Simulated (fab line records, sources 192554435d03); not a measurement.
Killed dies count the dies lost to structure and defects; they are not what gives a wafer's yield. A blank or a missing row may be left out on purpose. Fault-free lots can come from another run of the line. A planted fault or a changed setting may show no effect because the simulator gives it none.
fab line records	flow n5Finfet	part 2 of 2: steps 18 to 25 of 25
record lots=5	wafers=15	lastDay=16
route steps=1938 shown FIN_CUT@160 STI_FIN_REVEAL@183
lots untouched by any fault: they come from a run of this same line in which no faults occurred
startH: hours from the record's opening day to when the first of the lot's shown wafers began	waitH: how many hours have passed since the lot's step before this one	" repeats the value in the row above	L1.1+2: a row that stands for several wafers	- no value present, or no start provided	* or withheld: withheld	< > ~ a bound
route shown NAME@n: a module of which the file shows steps, and the number in the route of the first	usual: mean and standard deviation over wafers with no fault	same: alike in all rows	chamber/n: place in a boat	sites: the reading at each site	_std_site: standard deviation across them	_edge_site: inner sites' mean taken away from outer sites' mean	radiusMm: for every site, how far away it sits from the centre of the wafer	mask NAME#n: copy n	behind: the last tool/chamber to shape the wafer	hold: cause of the lot's hold/its duration in hours/its outcome	device: the transistor (n, p or np) that didn't switch	end of line: tests run on the same wafers once the route is complete	a step without rows: its recipe alone	killed: at the first sort, the dies lost to defects and structure; wafer yield is something else	map: per-die view of a wafer (x killed, . not killed, _ where there is no die)
set.NAME: the setting the step ran with; set.NAME@STEP: the setting that earlier step ran with	model.NAME: the simulator's own value behind a step, which no gauge read
certain route steps with their lots: each step a table, each wafer a row
services: the hour from which a tool's chamber was out of use, counted from the record's first day as startH (under 0 if before that day), plus the number of hours and why
## steps
# step N5_FIN_CUT_CUT_ETCH_28
# recipe chemistry=HBr/Cl2/O2	target=Si	targetDepthA=60	maskMaterial=SOC	timeS=2.4	ionEnergyEv=*	biasW=*	pressureMtorr=10	icpW=800	HBr_flow_sccm=150	Cl2_flow_sccm=80	O2_flow_sccm=12
# usual drypumpMotorCurrentA=5.6/0.44	oesProductAu=1.005/0.01	throttleValvePct=37.25/0.26
lot.wafer	tool	chamber	startH	waitH	drypumpMotorCurrentA	oesProductAu	rfHoursCounterH	throttleValvePct
L074.2	rieSi-03	0	28.10	0.0	5.8	1.005	1	37.37
L074.3	"	2	"	"	5.8	1.001	181	37.40
L074.4	"	1	"	"	5.5	1.015	160	37.60
L077.2	rieSi-05	3	47.94	0.0	5.1	1.014	122	37.51
L077.4	"	1	"	"	5.9	0.998	80	37.28
L077.5	"	2	"	"	5.1	1.006	-	36.81
L078.1	rieSi-02	0	52.78	0.0	5.1	1.000	185	37.08
L078.2	"	1	"	"	5.6	1.005	5	37.00
L078.6	"	3	"	"	6.1	0.999	-	37.22
L085.1	rieSi-03	2	94.03	0.0	5.9	1.004	183	37.40
L085.4	"	3	"	"	6.2	1.003	69	37.08
L085.5	"	1	"	"	5.5	1.025	-	37.62
L088.1	rieSi-03	3	112.99	0.0	6.1	1.005	69	37.09
L088.4	"	2	"	"	5.9	0.989	183	37.40
L088.6	"	0	"	"	5.8	1.012	-	37.37
# step N5_FIN_CUT_STRIP_22
# recipe chemistry=N2/H2	powerW=500	tempC=40	pressureMtorr=50	rfFrequencyHz=6e+07	overashFraction=0.3	biasPowerW=8	h2Frac=0.5	n2FlowSccm=300	h2FlowSccm=300
# usual drypumpMotorCurrentA=5.9/0.32	oesProductAu=0.79/0.099	rfVppV=54.2/2.3	showerheadPlenumPTorr=3.36/0.12	tempC=40.00/0.11	throttleValvePct=19.1/0.37
lot.wafer	tool	chamber	startH	waitH	drypumpMotorCurrentA	oesProductAu	rfHoursCounterH	rfVppV	showerheadPlenumPTorr	tempC	throttleValvePct
L074.2	rieDiel-04	2	28.19	0.1	5.4	0.77	109	50.4	3.53	39.99	18.8
L074.3	"	1	"	"	5.8	0.69	189	53.3	3.35	39.85	19.3
L074.4	"	3	"	"	5.5	0.95	6	53.9	3.45	39.95	19.0
L077.2	rieDiel-04	1	48.00	0.0	5.8	0.68	194	53.1	3.35	39.87	19.3
L077.4	"	2	"	"	5.4	0.78	115	54.8	3.53	40.03	18.7
L077.5	"	2	"	"	5.4	0.78	-	53.6	3.53	40.00	18.8
L078.1	rieDiel-02	1	52.85	0.0	5.9	0.78	104	54.3	3.38	39.95	19.5
L078.2	"	3	"	"	5.9	0.69	248	53.9	3.45	39.95	19.2
L078.6	"	1	"	"	5.9	0.81	-	54.4	3.38	40.10	19.5
L085.1	rieDiel-02	1	94.09	0.0	5.9	0.78	121	55.4	3.37	40.06	19.5
L085.4	"	0	"	"	6.5	0.74	-	55.6	3.19	39.96	19.3
L085.5	"	3	"	"	5.9	0.98	-	51.3	3.45	40.05	18.8
L088.1	rieDiel-06	1	113.10	0.1	6.0	0.68	230	49.3	3.17	39.85	19.2
L088.4	"	2	"	"	5.9	0.79	113	50.5	3.52	39.93	18.7
L088.6	"	0	"	"	5.9	0.95	-	51.8	3.43	40.08	18.3
# step N5_FIN_CUT_PRECLEAN_36
# recipe chemistry=O3/DIW	timeS=60	tempC=22	o3Ppm=10
# usual tempC=22.00/0.1
lot.wafer	tool	chamber	startH	waitH	tempC
L074.2	wetBench-04	6	28.25	-	21.93
L074.3	"	1	"	"	21.97
L074.4	"	0	"	"	21.99
L077.2	wetBench-04	7	48.07	-	22.00
L077.4	"	1	"	"	21.90
L077.5	"	6	"	"	22.01
L078.1	wetBench-04	0	52.94	-	22.02
L078.2	"	1	"	"	21.99
L078.6	"	4	"	"	22.09
L085.1	wetBench-05	0	94.16	-	22.12
L085.4	"	3	"	"	22.01
L085.5	"	4	"	"	21.93
L088.1	wetBench-05	1	113.16	-	22.08
L088.4	"	2	"	"	22.02
L088.6	"	4	"	"	22.10
# step N5_FIN_CUT_SRD_32
# recipe dry=ipaMarangoni	timeS=30	tempC=23	rinseLiquid=diw
# usual tempC=23.00/0.11
lot.wafer	tool	chamber	startH	waitH	tempC
L074.2	wetBench-04	6	28.27	0.0	23.03
L074.3	"	1	"	"	23.19
L074.4	"	0	"	"	22.92
L077.2	wetBench-04	7	48.09	0.0	22.99
L077.4	"	1	"	"	22.93
L077.5	"	6	"	"	23.01
L078.1	wetBench-04	0	52.96	0.0	22.96
L078.2	"	1	"	"	22.93
L078.6	"	4	"	"	22.91
L085.1	wetBench-05	0	94.18	0.0	23.15
L085.4	"	3	"	"	23.14
L085.5	"	4	"	"	23.16
L088.1	wetBench-05	1	113.18	0.0	23.02
L088.4	"	2	"	"	23.13
L088.6	"	4	"	"	22.97
# step N5_FIN_CUT_UV_OZONE_34
# recipe timeS=120	pressureTorr=760	tempC=25
# usual tempC=24.99/0.11
lot.wafer	tool	chamber	startH	waitH	tempC
L074.2	wetBench-04	6	28.29	0.0	24.93
L074.3	"	1	"	"	24.93
L074.4	"	0	"	"	25.10
L077.2	wetBench-04	7	48.11	0.0	25.09
L077.4	"	1	"	"	25.13
L077.5	"	6	"	"	25.04
L078.1	wetBench-04	0	52.97	0.0	24.90
L078.2	"	1	"	"	24.83
L078.6	"	4	"	"	25.03
L085.1	wetBench-05	0	94.20	0.0	24.89
L085.4	"	3	"	"	25.07
L085.5	"	4	"	"	24.79
L088.1	wetBench-05	1	113.20	0.0	24.83
L088.4	"	2	"	"	25.05
L088.6	"	4	"	"	24.88
# step N5_FIN_CUT_INSPECT_17
# recipe inspectInstrument=brightfield	mode=aei
# usual rawDefectCount=226/52
lot.wafer	tool	chamber	startH	waitH	rawDefectCount
L074.2	defectInspect-02	-	28.35	0.0	363
L074.3	"	-	"	"	161
L074.4	"	-	"	"	167
L077.2	defectInspect-02	-	48.16	0.0	129
L077.4	"	-	"	"	167
L077.5	"	-	"	"	179
L078.1	defectInspect-02	-	53.03	0.0	173
L078.2	"	-	"	"	232
L078.6	"	-	"	"	213
L085.1	defectInspect-02	-	94.25	0.0	153
L085.4	"	-	"	"	156
L085.5	"	-	"	"	178
L088.1	defectInspect-02	-	113.26	0.0	215
L088.4	"	-	"	"	328
L088.6	"	-	"	"	191
# step N5_STI_FIN_REVEAL_ALD_00
# recipe material=SiO2	targetThkA=10	tempC=300	aldPrecursorFamily=BDEAS	aldCoReactant=O2-plasma	pulseTimeS=1	pressureTorr=2
# usual heaterPowerW=490/47	precursorPulseHeightRel=1.000/0.021	susceptorTempC=300.02/0.2
lot.wafer	tool	chamber	startH	waitH	heaterPowerW	precursorPulseHeightRel	susceptorTempC
L074.2	aldSin-02	1	28.39	0.0	469	0.988	300.39
L074.3	"	3	"	"	509	1.012	299.72
L074.4	"	2	"	"	474	0.975	300.10
L077.2	aldSin-01	3	48.20	0.0	443	1.010	300.16
L077.4	"	2	"	"	399	1.023	299.76
L077.5	"	3	"	"	433	0.991	300.00
L078.1	aldSin-01	3	53.07	0.0	441	1.010	300.12
L078.2	"	1	"	"	497	0.981	300.14
L078.6	"	2	"	"	399	1.009	300.00
L085.1	aldSin-02	1	94.56	0.3	470	1.041	300.08
L085.4	"	2	"	"	481	0.985	299.71
L085.5	"	2	"	"	485	1.004	300.19
L088.1	aldSin-04	3	113.29	0.0	523	1.015	300.31
L088.4	"	0	"	"	540	0.993	299.96
L088.6	"	1	"	"	469	1.015	300.22
# step N5_STI_FIN_REVEAL_ALD_14
# recipe material=Si3N4	targetThkA=30	tempC=400	aldPrecursorFamily=SiH2I2	aldCoReactant=N2/H2-plasma	pressureTorr=2
# usual heaterPowerW=875/84	susceptorTempC=399.99/0.21
lot.wafer	tool	chamber	startH	waitH	heaterPowerW	susceptorTempC
L074.2	aldSin-02	1	28.43	0.0	820	399.77
L074.3	"	3	"	"	923	399.95
L074.4	"	2	"	"	865	400.43
L077.2	aldSin-01	3	48.25	0.0	776	400.13
L077.4	"	2	"	"	735	399.98
L077.5	"	3	"	"	768	400.17
L078.1	aldSin-01	3	53.12	0.0	766	399.54
L078.2	"	1	"	"	905	400.00
L078.6	"	2	"	"	733	400.14
L085.1	aldSin-02	1	94.61	0.0	825	400.39
L085.4	"	2	"	"	856	400.21
L085.5	"	2	"	"	839	399.99
L088.1	aldSin-04	3	113.34	0.0	940	400.05
L088.4	"	0	"	"	962	400.11
L088.6	"	1	"	"	846	399.80
## services
tool	chamber	startH	hours	kind
aldSin-04	-	2.97	1.0	repair
euvScanner-01	-	6.93	0.2	repair
euvScanner-01	-	9.22	1.0	pm
rieDiel-06	-	10.40	2.0	repair
euvScanner-02	-	27.33	0.3	repair
euvScanner-02	-	35.03	1.0	pm
euvScanner-02	-	36.04	12.0	pm
aldSin-02	0	42.15	21.8	repair
aldSin-04	-	43.04	0.9	repair
aldSin-01	0	47.41	8.8	repair
rieDiel-02	0	50.13	6.4	repair
aldSin-04	2	50.29	8.1	repair
rieDiel-02	2	52.59	7.0	repair
aldSin-01	-	56.26	2.8	pm
euvScanner-01	-	65.37	1.0	pm
euvScanner-02	-	70.01	0.4	repair
rieSi-02	2	73.06	6.0	repair
euvScanner-01	-	74.52	4.6	pm
rieDiel-06	-	75.17	0.9	repair
euvScanner-02	-	79.14	4.6	pm
euvScanner-02	-	91.18	1.0	pm
wetBench-04	-	91.76	2.0	repair
rieDiel-04	2	96.92	132.0	repair
aldSin-02	1	106.60	13.3	repair
